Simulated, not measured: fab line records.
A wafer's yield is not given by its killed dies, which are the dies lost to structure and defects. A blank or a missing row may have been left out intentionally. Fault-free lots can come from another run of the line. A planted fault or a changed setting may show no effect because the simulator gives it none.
Struck lot and sound lot, side by side | flow n5Finfet | 41 steps out of a route of 1938
Sound: wafers L253.2, L253.4, L253.5. Wafers L258.1, L258.3, L258.4 were the ones struck. At the end, the cause is stated.
For every step that has rows: the tool of each side, followed by ch and its chambers, followed by its first start. Under that, the readings that differ: sound wafers | struck wafers | difference of the means | sigmas: that difference in standard deviations of wafers without a fault.
alike: same words and numbers on both sides, and readings whose means sit less than 2 such deviations apart. not compared: any withheld reading, any reading some wafer has no value for, any bound like >300 that may hide the same value, and any number with overlapping values for which the record gives no deviation.
The two part at a step that has a row with sigmas, a row that says differs or no value, or rows on one side only. Non-overlapping numbers with no deviation appear without sigmas and do not part them. Lack of a reading on every wafer of one side parts them only where that side has two or more wafers.

first, 11 steps without rows for these wafers: N5_BEOL_M0_SAQP_STRIP_113 (strips in CHF3/O2); N5_BEOL_M0_SAQP_MANDREL_ETCH_20 (etches a-Si in HBr/Cl2, stops on SiNx, target depth 60 nm, bt time 10 s, time 30 s); N5_BEOL_M0_SAQP_STRIP_86 (strips in N2/H2); N5_BEOL_M0_SAQP_STRIP_115 (strips in post etch residue remover, time 60 s); N5_BEOL_M0_SAQP_SRD_93 (time 30 s); N5_BEOL_M0_SAQP_RECESS_114 (chemistry HF/NH3, target SiO2, target depth 14.4 nm, afs cycles 3, sublimation time 60 s); N5_BEOL_M0_SAQP_SPACER1_ALD_98 (deposits SiO2, target thk 12.8 nm, pulse time 1 s, purge time 2 s); N5_BEOL_M0_SAQP_SPACER1_ETCHBACK_99 (etches SiO2 in CHF3/O2, target depth 15.4 nm, time 7.7 s); N5_BEOL_M0_SAQP_MANDREL1_REMOVE_100 (chemistry HBr/Cl2/O2, target a-Si, stops on SiNx, bt time 10 s); N5_BEOL_M0_SAQP_ETCH_101 (etches SiNx in CH3F/O2, target depth 29.9 nm, time 42.7 s); N5_BEOL_M0_SAQP_ETCH_102 (etches SiO2 in CF4, target depth 4 nm, time 4.4 s).
N5_BEOL_M0_SAQP_MANDREL_ETCH_103: etches a-Si in HBr/Cl2, stops on SiCN, target depth 45 nm, bt time 10 s, time 27 s.
  sound on rieSi-01 ch 0,3, day 6 12:25; struck on rieSi-01 ch 0,1,3, day 7 20:02
reading                                        | sound             | struck               | difference | sigmas
oesProductAu (a.u.)                            | 0.661 0.676 0.676 | 0.535 0.552 0.546    | -0.127     | -12
overEtchFrac                                   | 0.8 0.8 0.8       | 1.7597 1.7597 1.7597 | +0.9597    | 
model.SiCN_of_BEOL_M0_SAQP_PECVD_03.thkNm (nm) | 8.6 8.8 8.8       | 5.6 5.6 5.4          | -3.2       | 
  alike: drypumpMotorCurrentA, throttleValvePct
  not compared: rfHoursCounterH
then, 5 steps without rows for these wafers: N5_BEOL_M0_SAQP_RECESS_104 (chemistry HF/NH3, target SiO2, target depth 18 nm, afs cycles 3, sublimation time 60 s); N5_BEOL_M0_SAQP_COAT_105 (time 60 s, resist thk 100 nm); N5_BEOL_M0_SAQP_ETCH_106 (etches SOC in N2/H2, stops on SiNx, target depth 150 nm); N5_BEOL_M0_SAQP_ETCH_107 (etches SiNx in CH3F/O2, target depth 30 nm); N5_BEOL_M0_SAQP_STRIP_108 (strips in N2/H2).
N5_BEOL_M0_SAQP_RECESS_109: chemistry HF/NH3, target SiO2, target depth 3 nm, afs cycles 1, sublimation time 60 s.
  sound on vaporEtch-01 ch 0,1, day 6 13:28; struck on vaporEtch-02 ch 0,1, day 7 20:43
reading                                        | sound       | struck      | difference | sigmas
model.SiCN_of_BEOL_M0_SAQP_PECVD_03.thkNm (nm) | 8.2 8.4 8.6 | 5.2 5.2 5.2 | -3.2       | 
  alike: drypumpMotorCurrentA
then, 19 steps without rows for these wafers: N5_BEOL_M0_SAQP_SPACER2_ALD_26 (deposits SiO2, target thk 15 nm, pulse time 1 s, purge time 2 s); N5_BEOL_M0_SAQP_SPACER2_ETCHBACK_27 (etches SiO2 in CHF3/O2, target depth 22.5 nm, time 11.25 s); N5_BEOL_M0_SAQP_MANDREL2_REMOVE_110 (chemistry HBr/Cl2/O2, target a-Si, stops on SiCN, bt time 10 s); N5_BEOL_M0_SAQP_COAT_69 (time 60 s, resist thk 90 nm); N5_BEOL_M0_SAQP_COAT_72 (time 60 s, resist thk 15 nm); N5_BEOL_M0_SAQP_COAT_87 (time 60 s, resist thk 5 nm); N5_BEOL_M0_SAQP_COAT_34 (resist thk 30 nm); N5_BEOL_M0_SAQP_EBR_36; N5_BEOL_M0_SAQP_SOFTBAKE_35 (time 60 s); N5_BEOL_M0_SAQP_EXPOSE_37 (exposes mask M0 CUT1, target cd 30 nm); N5_BEOL_M0_SAQP_PEB_38 (peb time 60 s); N5_BEOL_M0_SAQP_DEVELOP_39 (develop time 30 s); N5_BEOL_M0_SAQP_DESCUM_45 (chemistry O2, time 7 s); N5_BEOL_M0_SAQP_ETCH_88 (etches underlayer in N2/H2, target depth 6.5 nm, time 5.2 s); N5_BEOL_M0_SAQP_ETCH_73 (etches SiARC in CF4, target depth 19.5 nm, time 32.5 s); N5_BEOL_M0_SAQP_CUT_ETCH_46 (etches SOC in N2/H2, target depth 135 nm, overetch 27 nm, time 202.5 s); N5_BEOL_M0_SAQP_STRIP_74 (strips in N2/H2); N5_BEOL_M0_SAQP_STRIP_89 (strips in N2/H2); N5_BEOL_M0_SAQP_ALD_48 (deposits SiO2, target thk 20 nm, pulse time 1 s, co reactant pulse time 1 s).
N5_BEOL_M0_ETCH_138: etches SiCN in CH3F/O2, target depth 12 nm, time 31.6 s.
  sound on rieDiel-01 ch 1,2, day 6 17:53; struck on rieDiel-05 ch 0,2,3, day 8 00:20
reading                 | sound             | struck            | difference | sigmas
etchRfOnTimeS (s)       | 27.5 28.8 29.2    | 32.2 31.5 32.8    | +3.7       | +4
model.etch.depthNm (nm) | 8.192 8.392 8.525 | 9.231 9.231 9.231 | +0.861     | 
  alike: drypumpMotorCurrentA, oesProductAu, rfVppV, showerheadPlenumPTorr, throttleValvePct
  not compared: rfHoursCounterH
N5_BEOL_M0_ETCH_128: etches SiCN in CF4/N2, target depth 12 nm, overetch 5.1 nm, time 21.4 s.
  sound on rieDiel-01 ch 0,1,3, day 6 18:19; struck on rieDiel-06 ch 1,2,3, day 8 02:06
reading                 | sound             | struck         | difference | sigmas
oesProductAu (a.u.)     | 0.46 0.47 0.52    | 0.55 0.63 0.68 | +0.14      | +3
model.etch.depthNm (nm) | 8.192 8.392 8.525 | 12 12 12       | +4         | 
  alike: drypumpMotorCurrentA, rfVppV, showerheadPlenumPTorr, throttleValvePct
  not compared: rfHoursCounterH
-- a jump in the record: the struck wafers' starts before and after are 2 days apart (it breaks off in module BEOL_M0 and resumes in module BEOL_M4, where the first step shown is number 1111 of the route) --
N5_BEOL_M4_RC_MEAS_101:
  sound on prober-02 ch 0, day 8 21:43; struck on prober-01 ch 0, day 10 10:53
  alike: DIBL_N, DIBL_P, IOFF_N, IOFF_P, ION_N, ION_P, SS_N, SS_P, VT_N, VT_P
-- a jump in the record: the struck wafers' starts before and after are 5 days apart (it breaks off in module BEOL_M4 and resumes in module PASSIVATION, where the first step shown is number 1936 of the route) --
N5_PASSIVATION_PROBE_49:
  rows exist in the record for the struck wafers here (prober-02, day 15 14:35), but not for the sound ones

WHERE THEY PART
Earliest at N5_BEOL_M0_SAQP_MANDREL_ETCH_103; latest, in this record, at N5_PASSIVATION_PROBE_49.

WHY: whatever the simulator had introduced
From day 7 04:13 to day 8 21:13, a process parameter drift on rieSi-01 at N5_BEOL_M0_SAQP_MANDREL_ETCH_103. Setting overEtchFrac shifted by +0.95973 from 0.8. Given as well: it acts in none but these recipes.
